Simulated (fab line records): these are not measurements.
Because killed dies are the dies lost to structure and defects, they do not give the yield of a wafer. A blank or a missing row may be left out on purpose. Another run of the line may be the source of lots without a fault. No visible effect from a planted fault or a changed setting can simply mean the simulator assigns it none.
Matching of chambers :: flow n5 finfet :: ald hk-02 running N5_MIM_TOP_ALD_00: 4 sister chambers
The step deposits Al2O3, purge time 3 s, co reactant pulse time 3 s. 18 wafers are shown with their chamber, then 9 later ones without.

WAFERS, EACH WITH ITS CHAMBER
wafer: L074.1
chamber: 2
precursor pulse height rel: 1.012

wafer: L074.2
chamber: 0
precursor pulse height rel: 1.025

wafer: L074.3
chamber: 3
precursor pulse height rel: 0.992

wafer: L075.1
chamber: 2
precursor pulse height rel: 1.028

wafer: L075.3
chamber: 0
precursor pulse height rel: 1.025

wafer: L075.5
chamber: 0
precursor pulse height rel: 1.004

wafer: L077.1
chamber: 2
precursor pulse height rel: 0.996

wafer: L077.3
chamber: 3
precursor pulse height rel: 1.042

wafer: L077.5
chamber: 1
precursor pulse height rel: 0.985

wafer: L082.2
chamber: 2
precursor pulse height rel: 0.993

wafer: L082.3
chamber: 3
precursor pulse height rel: 0.998

wafer: L082.5
chamber: 1
precursor pulse height rel: 0.963

wafer: L085.2
chamber: 2
precursor pulse height rel: 1.000

wafer: L085.3
chamber: 3
precursor pulse height rel: 0.989

wafer: L085.4
chamber: 0
precursor pulse height rel: 0.990

wafer: L088.2
chamber: 2
precursor pulse height rel: 0.985

wafer: L088.3
chamber: 3
precursor pulse height rel: 1.006

wafer: L088.5
chamber: 1
precursor pulse height rel: 1.011

SIGNATURES, as means of the wafers listed above
reading: precursor pulse height rel
chamber 0: 1.01100
chamber 1: 0.98633
chamber 2: 1.00233
chamber 3: 1.00540
scatter within a chamber: 0.019
Rule: distance of a wafer from a chamber = root of the sum over the readings of ((wafer's reading minus chamber's mean) / reading's scatter) squared. The wafer belongs to the nearest chamber; if the next one is less than 2 further off, it can't be placed. The scatter: the root of (the sum of the squares of (reading less its chamber's mean) over the shown wafers, divided by (wafers less chambers)).

WAFERS MISSING THEIR CHAMBER
wafer: L090.1
precursor pulse height rel: 0.968

wafer: L090.5
precursor pulse height rel: 0.984

wafer: L090.6
precursor pulse height rel: 0.998

wafer: L093.3
precursor pulse height rel: 0.980

wafer: L093.5
precursor pulse height rel: 1.022

wafer: L093.6
precursor pulse height rel: 1.010

wafer: L097.1
precursor pulse height rel: 0.987

wafer: L097.2
precursor pulse height rel: 0.997

wafer: L097.6
precursor pulse height rel: 0.994

THE CHAMBER EACH PASSED THROUGH
wafer: L090.1
from the rows above: can't be placed: 1 or 2 or 3 or 0
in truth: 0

wafer: L090.5
from the rows above: can't be placed: 1 or 2 or 3 or 0
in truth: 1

wafer: L090.6
from the rows above: can't be placed: 2 or 3 or 1 or 0
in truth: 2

wafer: L093.3
from the rows above: can't be placed: 1 or 2 or 3 or 0
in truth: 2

wafer: L093.5
from the rows above: can't be placed: 0 or 3 or 2 or 1
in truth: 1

wafer: L093.6
from the rows above: can't be placed: 0 or 3 or 2 or 1
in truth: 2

wafer: L097.1
from the rows above: can't be placed: 1 or 2 or 3 or 0
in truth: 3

wafer: L097.2
from the rows above: can't be placed: 2 or 3 or 1 or 0
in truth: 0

wafer: L097.6
from the rows above: can't be placed: 1 or 2 or 3 or 0
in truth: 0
0 of 9 placed correctly. From these rows, 9 cannot be placed; in 9 the true chamber is one of the candidates. Placed wrongly: 0.
